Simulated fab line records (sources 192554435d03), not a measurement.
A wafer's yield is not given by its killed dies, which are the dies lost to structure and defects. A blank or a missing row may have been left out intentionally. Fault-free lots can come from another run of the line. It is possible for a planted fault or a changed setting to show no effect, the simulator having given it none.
fab line records	flow n5Finfet	part 1 of 2: steps 1 to 15 of 24
[record] lots = 5	wafers = 15	lastDay = 15
route steps=1938 shown GATE_CUT@495 MOL_CONTACT_COAG@517
lots that met no fault: from a run of the same line without faults
startH: hours from the record's first day to the start of the lot's first wafer shown	waitH: hours from the lot's prior step to this one	" identical to the entry in the row above	L1.1+2: one row covering several wafers at once	- no value present, or no start provided	* or withheld: withheld	< > ~ a bound
route shown NAME@n: NAME is a module with steps in the file, n the number in the route of the first one	usual: mean/standard deviation taken from wafers without a fault	same: alike in all rows	chamber/n: place in a boat	sites: per-site readings	_std_site: their standard deviation	_edge_site: outer sites' mean less inner sites'	radiusMm: for every site, how far away it sits from the centre of the wafer	mask NAME#n: copy n	behind: the most recent tool/chamber to have shaped the wafer	hold: what put the lot on hold/how long, in hours/how the hold closed	device: transistor that didn't switch, given as n, p or np	end of line: the route-end tests of the same wafers	for a step that has no rows: nothing shown but its recipe	killed: dies that structure and defects cost at the first sort, which is not the same as the wafer's yield	map: shows each die of a wafer: x if killed, . if not, _ if none is there
set.NAME: the setting that was run; set.NAME@STEP: the one run at that earlier step	model.NAME: the simulator's own value behind a step, which no gauge read
lots at selected steps of the route; one table per step, one row per wafer
services: from which hour (startH, from the record's first day; less than 0 if before it) a tool's chamber was out of use, for how many hours, and why
[[steps]]
[step N5_GATE_CUT_STRIP_39]
[recipe] chemistry = N2/H2	tempC = 40	n2FlowSccm = 200	h2FlowSccm = 200	rfFrequencyHz = 6e+07
lot.wafer	tool	chamber	startH	waitH
L078.2+4+5	rieDiel-03	3,1,3	110.03	0.0
L083.1+2+3	rieDiel-03	2,3,1	136.89	0.0
L086.3+5+6	rieDiel-01	2,0,1	157.41	0.0
L088.3+5+6	rieDiel-01	3,2,3	168.29	0.0
L089.2+3+5	rieDiel-01	1,3,1	177.11	0.0
[step N5_GATE_CUT_HM_OPEN_40]
[recipe] chemistry = C4F6/O2	target = SiO2	maskMaterial = SiARC	targetDepthA = 1390	timeS = 85.1	ionEnergyEv = 250	pressureMtorr = 30	sourceW = 345	biasW = 185	Ar_flow_sccm = 300	C4F6_flow_sccm = 10	O2_flow_sccm = 10	ends = cleared
[usual] C4F6_flow_sccm = 10.00/0.033	O2_flow_sccm = 10.00/0.034	biasW = 184.9/0.53	drypumpMotorCurrentA = 5.5/0.48	etchRfOnTimeS = 94.4/2	oes_f_703_au = 0.80/0.086	oesProductAu = 0.71/0.075	rfVppV = 663/14	showerheadPlenumPTorr = 2.83/0.081	throttleValvePct = 20.92/0.22
lot.wafer	tool	chamber	startH	waitH	C4F6_flow_sccm	O2_flow_sccm	biasW	drypumpMotorCurrentA	etchRfOnTimeS	oes_f_703_au	oesProductAu	rfHoursCounterH	rfVppV	showerheadPlenumPTorr	throttleValvePct
L078.2	rieDiel-03	3	110.04	0.0	10.03	10.01	184.8	5.4	95.2	0.74	0.65	210	647	2.93	20.88
L078.4	"	1	"	"	10.03	9.97	185.3	6.1	94.0	0.91	0.84	18	669	2.78	20.65
L078.5	"	3	"	"	9.98	9.98	184.4	5.4	94.3	0.74	0.65	-	646	2.93	20.89
L083.1	rieDiel-03	2	136.90	0.0	9.95	9.99	184.3	5.1	91.6	0.77	0.69	144	659	2.75	20.92
L083.2	"	3	"	"	9.97	9.99	186.2	5.4	94.7	0.73	0.64	219	645	2.93	20.90
L083.3	"	1	"	"	10.01	9.96	184.9	6.1	92.8	0.89	0.83	27	669	2.77	20.68
L086.3	rieDiel-01	2	157.42	0.0	9.97	9.99	184.6	5.0	97.6	0.70	0.62	227	673	2.80	21.35
L086.5	"	0	"	"	9.95	10.02	184.3	4.9	98.4	0.91	0.78	-	642	2.87	20.89
L086.6	"	1	"	"	10.04	9.97	185.4	5.8	94.7	0.90	0.78	-	675	2.90	20.96
L088.3	rieDiel-01	3	168.30	0.0	10.01	10.01	185.3	5.3	93.4	0.72	0.63	205	652	2.72	20.94
L088.5	"	2	"	"	10.05	9.96	184.9	5.0	95.2	0.69	0.63	-	672	2.80	21.36
L088.6	"	3	"	"	10.01	9.97	185.7	5.3	94.7	0.72	0.63	-	651	2.72	20.97
L089.2	rieDiel-01	1	177.12	0.0	10.04	9.98	184.8	5.8	89.6	0.89	0.79	41	674	2.89	20.96
L089.3	"	3	"	"	9.96	9.98	185.6	5.4	94.5	0.72	0.62	207	651	2.72	20.97
L089.5	"	1	"	"	10.01	10.03	183.9	5.8	93.5	0.90	0.78	-	676	2.89	20.95
[step N5_GATE_CUT_STRIP_41]
[recipe] chemistry = CF4	resist = SiARC	powerW = 300	biasPowerW = 75	pressureMtorr = 50	cf4FlowSccm = 150	rfFrequencyHz = 6e+07
[usual] drypumpMotorCurrentA = 5.5/0.48	oesProductAu = 0.181/0.018	rfVppV = 271.0/1.5	showerheadPlenumPTorr = 1.79/0.05	throttleValvePct = 13.60/0.23
lot.wafer	tool	chamber	startH	waitH	drypumpMotorCurrentA	oesProductAu	rfHoursCounterH	rfVppV	showerheadPlenumPTorr	throttleValvePct
L078.2	rieDiel-03	3	110.10	0.0	5.4	0.163	210	272.8	1.85	13.64
L078.4	"	1	"	"	6.1	0.209	18	269.1	1.77	13.34
L078.5	"	3	"	"	5.4	0.168	-	272.5	1.85	13.65
L083.1	rieDiel-03	2	136.96	0.0	5.1	0.178	144	269.5	1.74	13.64
L083.2	"	3	"	"	5.4	0.167	219	273.0	1.85	13.65
L083.3	"	1	"	"	6.1	0.213	27	271.7	1.77	13.34
L086.3	rieDiel-01	2	157.48	0.0	5.0	0.159	227	270.3	1.78	14.14
L086.5	"	0	"	"	4.9	0.201	-	272.0	1.81	13.49
L086.6	"	1	"	"	5.7	0.196	-	271.7	1.82	13.48
L088.3	rieDiel-01	3	168.37	0.0	5.4	0.158	205	269.2	1.71	13.63
L088.5	"	2	"	"	5.0	0.161	-	270.3	1.78	14.15
L088.6	"	3	"	"	5.4	0.164	-	269.0	1.72	13.64
L089.2	rieDiel-01	1	177.18	0.0	5.8	0.200	41	273.0	1.82	13.50
L089.3	"	3	"	"	5.3	0.163	207	269.2	1.71	13.64
L089.5	"	1	"	"	5.8	0.199	-	271.5	1.82	13.48
[step N5_GATE_CUT_STRIP_42]
[recipe] chemistry = O2	powerW = 400	tempC = 40	pressureMtorr = 30	rfFrequencyHz = 6e+07	biasPowerW = 0	overashFraction = 0.3	o2FlowSccm = 225
[usual] drypumpMotorCurrentA = 5.5/0.49	oesProductAu = 0.79/0.083	rfVppV = 3.7/0.48	showerheadPlenumPTorr = 2.09/0.07	throttleValvePct = 16.69/0.2
lot.wafer	tool	chamber	startH	waitH	drypumpMotorCurrentA	oesProductAu	rfHoursCounterH	rfVppV	showerheadPlenumPTorr	throttleValvePct
L078.2	rieDiel-03	3	110.12	0.0	5.4	0.74	210	3.8	2.18	16.77
L078.4	"	1	"	"	6.1	0.94	18	3.6	2.05	16.41
L078.5	"	3	"	"	5.4	0.73	-	3.7	2.18	16.76
L083.1	rieDiel-03	2	136.98	0.0	5.1	0.77	144	3.1	2.02	16.68
L083.2	"	3	"	"	5.4	0.72	219	2.8	2.18	16.78
L083.3	"	1	"	"	6.1	0.93	27	4.2	2.05	16.44
L086.3	rieDiel-01	2	157.50	0.0	5.0	0.70	227	3.1	2.05	17.09
L086.5	"	0	"	"	4.9	0.87	-	3.4	2.13	16.65
L086.6	"	1	"	"	5.8	0.87	-	3.6	2.15	16.70
L088.3	rieDiel-01	3	168.39	0.0	5.3	0.69	205	3.6	1.99	16.65
L088.5	"	2	"	"	5.0	0.69	-	4.3	2.05	17.09
L088.6	"	3	"	"	5.3	0.70	-	4.1	1.99	16.66
L089.2	rieDiel-01	1	177.20	0.0	5.8	0.85	41	4.2	2.14	16.70
L089.3	"	3	"	"	5.3	0.69	207	4.3	1.99	16.66
L089.5	"	1	"	"	5.8	0.86	-	3.2	2.14	16.70
[step N5_GATE_CUT_ETCH_19]
[recipe] chemistry = CH3F/O2	target = SiNx	maskMaterial = SiO2	targetDepthA = 537	timeS = 76.7	pressureMtorr = 30	sourceW = 395	biasW = 73	Ar_flow_sccm = 150	CH3F_flow_sccm = 30	O2_flow_sccm = 20	ionEnergyEv = 120	ends = cleared
[usual] O2_flow_sccm = 20.00/0.055	biasW = 73.03/0.22	drypumpMotorCurrentA = 5.5/0.48	etchRfOnTimeS = 77.0/1.1	oes_f_703_au = 0.79/0.085	oesProductAu = 0.67/0.07	rfVppV = 296/6.2	showerheadPlenumPTorr = 1.99/0.061	throttleValvePct = 16.34/0.22
lot.wafer	tool	chamber	startH	waitH	O2_flow_sccm	biasW	drypumpMotorCurrentA	etchRfOnTimeS	oes_f_703_au	oesProductAu	rfHoursCounterH	rfVppV	showerheadPlenumPTorr	throttleValvePct
L078.2	rieDiel-03	3	110.16	0.0	19.93	73.12	5.4	77.6	0.74	0.61	210	289	2.07	16.35
L078.4	"	1	"	"	20.09	72.98	6.1	76.0	0.91	0.80	18	297	1.95	16.04
L078.5	"	3	"	"	19.97	72.53	5.4	77.3	0.73	0.61	-	289	2.07	16.34
L083.1	rieDiel-03	2	137.02	0.0	19.94	73.08	5.0	77.0	0.77	0.65	144	294	1.93	16.35
L083.2	"	3	"	"	20.04	73.23	5.4	77.7	0.73	0.61	219	289	2.06	16.38
L083.3	"	1	"	"	19.97	72.84	6.1	76.0	0.89	0.78	27	298	1.95	16.05
L086.3	rieDiel-01	2	157.54	0.0	20.02	72.77	5.0	78.7	0.70	0.59	227	300	1.97	16.78
L086.5	"	0	"	"	19.99	73.16	4.9	77.3	0.91	0.75	-	287	2.02	16.27
L086.6	"	1	"	"	19.90	73.11	5.8	75.4	0.91	0.75	-	302	2.04	16.32
L088.3	rieDiel-01	3	168.43	0.0	20.07	72.91	5.4	78.4	0.73	0.59	205	290	1.91	16.38
L088.5	"	2	"	"	20.03	73.02	5.0	79.4	0.70	0.58	-	300	1.96	16.80
L088.6	"	3	"	"	20.06	72.88	5.4	78.2	0.73	0.59	-	291	1.91	16.38
L089.2	rieDiel-01	1	177.24	0.0	20.05	73.23	5.8	76.0	0.89	0.74	41	301	2.04	16.31
L089.3	"	3	"	"	20.08	72.97	5.3	77.8	0.73	0.60	208	292	1.91	16.38
L089.5	"	1	"	"	19.96	73.35	5.8	75.5	0.89	0.73	-	304	2.04	16.33
[step N5_GATE_CUT_CUT_ETCH_53]
[recipe] chemistry = SF6/Cl2	target = W	maskMaterial = SiO2	targetDepthA = 792	pressureMtorr = 8	icpW = 900	biasW = 80	SF6_flow_sccm = 40	Cl2_flow_sccm = 60	ends = cleared
[usual] biasW = 79.94/0.28	drypumpMotorCurrentA = 5.8/0.38	etchRfOnTimeS = 26.3/0.31	mfcCl2Sccm = 60.01/0.18	oesProductAu = 0.68/0.092	throttleValvePct = 28.9/0.3
lot.wafer	tool	chamber	startH	waitH	biasW	drypumpMotorCurrentA	etchRfOnTimeS	mfcCl2Sccm	oesProductAu	rfHoursCounterH	throttleValvePct
L078.2	rieMetal-02	0	110.27	0.1	79.76	5.9	26.0	59.83	0.59	95	28.9
L078.4	"	0	"	"	79.90	5.9	26.1	59.96	0.59	-	28.9
L078.5	"	1	"	"	79.80	5.3	26.7	60.16	0.71	-	29.1
L083.1	rieMetal-02	0	137.13	0.1	79.65	5.9	25.8	59.97	0.59	97	28.9
L083.2	"	1	"	"	80.10	5.3	26.2	60.09	0.71	37	29.1
L083.3	"	1	"	"	79.70	5.3	26.4	60.32	0.70	-	29.2
L086.3	rieMetal-02	1	157.73	0.1	80.11	5.3	26.3	60.25	0.71	-	29.2
L086.5	"	1	"	"	80.33	5.3	26.4	60.63	0.70	-	29.2
L086.6	"	0	"	"	79.75	5.9	25.9	60.35	0.59	-	28.9
L088.3	rieMetal-03	0	168.56	0.1	79.75	5.8	25.9	60.12	0.66	-	29.2
L088.5	"	1	"	"	80.15	5.8	26.0	59.98	0.86	-	28.3
L088.6	"	0	"	"	80.05	5.7	25.9	60.07	0.66	-	29.2
L089.2	rieMetal-02	0	177.35	0.1	80.33	5.9	26.0	60.21	0.58	100	28.9
L089.3	"	0	"	"	80.30	5.9	26.1	60.18	0.58	-	28.9
L089.5	"	0	"	"	80.07	5.9	26.1	60.18	0.58	-	28.9
[step N5_GATE_CUT_CUT_ETCH_54]
[recipe] chemistry = Cl2/BCl3	target = TiN	maskMaterial = SiO2	targetDepthA = 967	pressureMtorr = 10	icpW = 1000	biasW = 126	Cl2_flow_sccm = 53.25	bcl3FlowSccm = 21.75	Ar_flow_sccm = 25	ends = cleared
[usual] biasW = 125.9/0.38	drypumpMotorCurrentA = 5.8/0.38	etchRfOnTimeS = 36.6/0.48	mfcCl2Sccm = 53.23/0.16	oesProductAu = 0.68/0.092	throttleValvePct = 22.33/0.27
lot.wafer	tool	chamber	startH	waitH	biasW	drypumpMotorCurrentA	etchRfOnTimeS	mfcCl2Sccm	oesProductAu	rfHoursCounterH	throttleValvePct
L078.2	rieMetal-02	0	110.33	0.0	125.2	5.9	35.9	53.24	0.60	95	22.41
L078.4	"	0	"	"	125.7	5.9	35.6	53.30	0.60	-	22.40
L078.5	"	1	"	"	125.4	5.3	36.4	53.28	0.72	-	22.56
L083.1	rieMetal-02	0	137.19	0.0	125.9	5.9	36.4	53.07	0.59	97	22.41
L083.2	"	1	"	"	125.5	5.3	36.9	53.31	0.71	37	22.59
L083.3	"	1	"	"	125.4	5.3	36.9	53.15	0.71	-	22.58
L086.3	rieMetal-02	1	157.79	0.0	126.5	5.3	37.1	53.51	0.70	-	22.59
L086.5	"	1	"	"	126.1	5.3	37.0	53.36	0.70	-	22.59
L086.6	"	0	"	"	125.7	5.9	36.5	53.32	0.59	-	22.41
L088.3	rieMetal-03	0	168.64	0.1	126.2	5.7	36.4	53.04	0.66	-	22.58
L088.5	"	1	"	"	125.6	5.7	36.3	53.15	0.86	-	21.76
L088.6	"	0	"	"	125.9	5.8	36.1	53.14	0.66	-	22.57
L089.2	rieMetal-02	0	177.41	0.0	125.3	5.9	36.1	53.18	0.58	100	22.42
L089.3	"	0	"	"	125.8	5.9	36.4	53.14	0.58	-	22.43
L089.5	"	0	"	"	125.6	5.9	36.3	53.24	0.58	-	22.41
[step N5_GATE_CUT_CUT_ETCH_55]
[recipe] chemistry = BCl3	target = HfO2	maskMaterial = SiO2	targetDepthA = 32	ionEnergyEv = 30	pressureMtorr = 5	icpW = 450	biasW = 18	bcl3FlowSccm = 80
[usual] biasW = 17.99/0.052	drypumpMotorCurrentA = 5.8/0.38	oesProductAu = 0.76/0.1	throttleValvePct = 33.1/0.34
lot.wafer	tool	chamber	startH	waitH	biasW	drypumpMotorCurrentA	oesProductAu	rfHoursCounterH	throttleValvePct
L078.2	rieMetal-02	0	110.39	0.0	18.03	5.9	0.65	95	33.0
L078.4	"	0	"	"	17.97	5.9	0.65	-	33.0
L078.5	"	1	"	"	17.99	5.3	0.79	-	33.3
L083.1	rieMetal-02	0	137.25	0.0	18.02	5.8	0.65	97	33.0
L083.2	"	1	"	"	17.85	5.3	0.78	38	33.3
L083.3	"	1	"	"	18.00	5.3	0.78	-	33.3
L086.3	rieMetal-02	1	157.84	0.0	17.99	5.3	0.79	-	33.3
L086.5	"	1	"	"	17.90	5.3	0.79	-	33.3
L086.6	"	0	"	"	17.92	5.9	0.64	-	33.0
L088.3	rieMetal-03	0	168.71	0.0	17.99	5.8	0.72	-	33.4
L088.5	"	1	"	"	18.06	5.7	0.95	-	32.6
L088.6	"	0	"	"	17.90	5.7	0.72	-	33.4
L089.2	rieMetal-02	0	177.47	0.0	17.97	5.9	0.65	100	33.0
L089.3	"	0	"	"	17.96	5.9	0.64	-	33.0
L089.5	"	0	"	"	17.96	5.9	0.65	-	33.0
[step N5_GATE_CUT_ETCH_47]
[recipe] chemistry = Cl2/BCl3	target = SiO2	targetDepthA = 100	pressureMtorr = 10	icpW = 1000	biasW = 126	Cl2_flow_sccm = 53.25	bcl3FlowSccm = 21.75	Ar_flow_sccm = 25
[usual] biasW = 126.0/0.42	drypumpMotorCurrentA = 5.8/0.38	mfcCl2Sccm = 53.24/0.16	oesProductAu = 0.76/0.1	throttleValvePct = 22.87/0.27
lot.wafer	tool	chamber	startH	waitH	biasW	drypumpMotorCurrentA	mfcCl2Sccm	oesProductAu	rfHoursCounterH	throttleValvePct
L078.2	rieMetal-02	0	110.42	0.0	126.5	5.8	53.18	0.66	95	22.95
L078.4	"	0	"	"	126.4	5.9	52.99	0.65	-	22.95
L078.5	"	1	"	"	126.5	5.3	53.14	0.79	-	23.11
L083.1	rieMetal-02	0	137.28	0.0	125.7	5.9	53.26	0.65	97	22.94
L083.2	"	1	"	"	127.0	5.3	53.64	0.79	38	23.11
L083.3	"	1	"	"	126.5	5.3	53.41	0.79	-	23.13
L086.3	rieMetal-02	1	157.87	0.0	125.7	5.3	53.04	0.78	-	23.09
L086.5	"	1	"	"	126.6	5.3	53.13	0.79	-	23.12
L086.6	"	0	"	"	125.7	5.9	53.35	0.64	-	22.94
L088.3	rieMetal-03	0	168.75	0.0	126.2	5.8	53.00	0.72	-	23.12
L088.5	"	1	"	"	126.6	5.7	53.01	0.95	-	22.29
L088.6	"	0	"	"	126.4	5.8	53.30	0.72	-	23.11
L089.2	rieMetal-02	0	177.50	0.0	126.1	5.9	53.30	0.64	100	22.96
L089.3	"	0	"	"	125.1	5.9	53.40	0.64	-	22.94
L089.5	"	0	"	"	125.7	5.9	53.24	0.64	-	22.95
[step N5_GATE_CUT_VAPOR_ETCH_48]
[recipe] chemistry = BCl3/Cl2	target = TiN	mode = isotropic
[usual] drypumpMotorCurrentA = 5.8/0.38	oesProductAu = 0.76/0.1
lot.wafer	tool	chamber	startH	waitH	drypumpMotorCurrentA	oesProductAu
L078.2	rieMetal-02	0	110.45	0.0	5.9	0.65
L078.4	"	0	"	"	5.9	0.65
L078.5	"	1	"	"	5.3	0.81
L083.1	rieMetal-02	0	137.31	0.0	5.9	0.65
L083.2	"	1	"	"	5.3	0.80
L083.3	"	1	"	"	5.3	0.80
L086.3	rieMetal-02	1	157.90	0.0	5.3	0.80
L086.5	"	1	"	"	5.3	0.79
L086.6	"	0	"	"	5.9	0.64
L088.3	rieMetal-03	0	168.79	0.0	5.8	0.72
L088.5	"	1	"	"	5.7	0.96
L088.6	"	0	"	"	5.7	0.72
L089.2	rieMetal-02	0	177.53	0.0	5.9	0.65
L089.3	"	0	"	"	5.9	0.65
L089.5	"	0	"	"	5.9	0.64
[step N5_GATE_CUT_VAPOR_ETCH_49]
[recipe] chemistry = BCl3/Cl2	target = TiAlC	mode = isotropic
[usual] drypumpMotorCurrentA = 5.8/0.37	oesProductAu = 0.76/0.11
lot.wafer	tool	chamber	startH	waitH	drypumpMotorCurrentA	oesProductAu
L078.2	rieMetal-02	0	110.48	0.0	5.9	0.65
L078.4	"	0	"	"	5.9	0.65
L078.5	"	1	"	"	5.3	0.80
L083.1	rieMetal-02	0	137.34	0.0	5.9	0.65
L083.2	"	1	"	"	5.3	0.80
L083.3	"	1	"	"	5.3	0.80
L086.3	rieMetal-02	1	157.93	0.0	5.3	0.79
L086.5	"	1	"	"	5.3	0.80
L086.6	"	0	"	"	5.9	0.65
L088.3	rieMetal-03	0	168.83	0.0	5.8	0.73
L088.5	"	1	"	"	5.7	0.95
L088.6	"	0	"	"	5.7	0.72
L089.2	rieMetal-02	0	177.56	0.0	5.9	0.63
L089.3	"	0	"	"	5.9	0.63
L089.5	"	0	"	"	5.9	0.63
[step N5_GATE_CUT_VAPOR_ETCH_51]
[recipe] chemistry = BCl3/Cl2	target = HfO2	mode = isotropic
[usual] drypumpMotorCurrentA = 5.8/0.38	oesProductAu = 0.76/0.1
lot.wafer	tool	chamber	startH	waitH	drypumpMotorCurrentA	oesProductAu
L078.2	rieMetal-02	0	110.51	0.0	5.9	0.66
L078.4	"	0	"	"	5.9	0.65
L078.5	"	1	"	"	5.3	0.81
L083.1	rieMetal-02	0	137.37	0.0	5.9	0.65
L083.2	"	1	"	"	5.3	0.79
L083.3	"	1	"	"	5.3	0.79
L086.3	rieMetal-02	1	157.96	0.0	5.3	0.79
L086.5	"	1	"	"	5.3	0.79
L086.6	"	0	"	"	5.9	0.64
L088.3	rieMetal-03	0	168.87	0.0	5.7	0.72
L088.5	"	1	"	"	5.7	0.96
L088.6	"	0	"	"	5.8	0.72
L089.2	rieMetal-02	0	177.59	0.0	5.9	0.64
L089.3	"	0	"	"	5.9	0.64
L089.5	"	0	"	"	5.9	0.64
[step N5_GATE_CUT_STRIP_21]
[recipe] chemistry = N2/H2	timeS = 30	powerW = 1000	tempC = 250	pressureMtorr = withheld	n2FlowSccm = 1750	h2FlowSccm = 3250
[usual] drypumpMotorCurrentA = 6.1/0.47	heaterPowerW = 344/24
lot.wafer	tool	chamber	startH	waitH	drypumpMotorCurrentA	heaterPowerW	rfHoursCounterH
L078.2	plasmaAsher-02	1	110.56	0.0	5.3	321	106
L078.4	"	0	"	"	6.3	327	-
L078.5	"	0	"	"	6.2	336	-
L083.1	plasmaAsher-02	0	137.42	0.0	6.3	339	111
L083.2	"	1	"	"	5.3	331	111
L083.3	"	1	"	"	5.3	320	-
L086.3	plasmaAsher-02	0	158.03	0.1	6.2	329	-
L086.5	"	0	"	"	6.3	326	-
L086.6	"	1	"	"	5.4	325	-
L088.3	plasmaAsher-02	1	168.97	0.1	5.4	326	-
L088.5	"	0	"	"	6.3	340	-
L088.6	"	1	"	"	5.4	327	-
L089.2	plasmaAsher-02	0	177.68	0.1	6.2	334	119
L089.3	"	1	"	"	5.3	319	-
L089.5	"	1	"	"	5.4	328	-
[step N5_GATE_CUT_STRIP_29]
[recipe] chemistry = postEtchResidueRemover	timeS = 60	tempC = 25	removerPh = withheld	removerWaterWtPct = withheld	removerFluorideWtPct = withheld
lot.wafer	tool	chamber	startH	waitH
L078.2+4+5	wetBench-01	7,5,6	110.65	0.1
L083.1+2+3	wetBench-05	2,3,1	137.52	0.1
L086.3+5+6	wetBench-01	7,0,4	158.10	0.1
L088.3+5+6	wetBench-04	2,0,1	169.04	0.0
L089.2+3+5	wetBench-05	2,4,3	177.77	0.1
[step N5_GATE_CUT_SRD_52]
[recipe] dry = ipaMarangoni	timeS = 30	tempC = 23	rinseLiquid = diw
lot.wafer	tool	chamber	startH	waitH
L078.2+4+5	wetBench-01	7,5,6	110.67	0.0
L083.1+2+3	wetBench-05	2,3,1	137.54	0.0
L086.3+5+6	wetBench-01	7,0,4	158.12	0.0
L088.3+5+6	wetBench-04	2,0,1	169.06	0.0
L089.2+3+5	wetBench-05	2,4,3	177.78	0.0
